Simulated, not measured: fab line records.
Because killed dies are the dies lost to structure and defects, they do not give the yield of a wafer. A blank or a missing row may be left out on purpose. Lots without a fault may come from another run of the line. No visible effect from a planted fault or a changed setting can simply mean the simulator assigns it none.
Matching of chambers | flow nand-harc | NHARC_THIN_TSV_DEP_43 on pecvd-02 has 3 sister chambers
The step deposits SiO2, target thk 1328.5 nm. 3 wafers are shown with their chamber, then 7 later ones without.

## EACH WAFER AND ITS CHAMBER
wafer  | chamber | throttle-valve-pct (%)
L767.1 | 0       | 16.8
L767.6 | 1       | 15.6
L766.4 | 2       | 15.5

## WAFERS WITHOUT THEIR CHAMBER
wafer  | throttle-valve-pct (%)
L766.5 | 16.0
L772.1 | 15.7
L772.3 | 14.5
L772.5 | 14.5
L776.2 | 16.7
L776.4 | 14.6
L776.5 | 16.4

## WHICH CHAMBER EACH ONE RAN IN
wafer  | from the rows above          | in truth
L766.5 | can't be placed: 1 or 2 or 0 | 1
L772.1 | can't be placed: 1 or 2 or 0 | 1
L772.3 | can't be placed: 2 or 1 or 0 | 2
L772.5 | can't be placed: 2 or 1 or 0 | 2
L776.2 | can't be placed: 0 or 1 or 2 | 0
L776.4 | can't be placed: 2 or 1 or 0 | 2
L776.5 | can't be placed: 0 or 1 or 2 | 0
Correctly placed: 0 of 7. These rows do not allow placing 7 (true chamber among the candidates in 7). Wrongly placed: 0.
How it was worked out, from the rows above alone: a wafer's distance from a chamber is the root of the sum, over the readings, of the square of ((its reading less the chamber's mean) divided by the reading's scatter). The wafer belongs to the nearest chamber; if the next one is less than 2 further off, it can't be placed. The mean given for a chamber averages the wafers shown for that chamber. The scatter: with one shown wafer a chamber, the root of the mean of the squares of how far each hidden wafer lies from its nearest shown one.
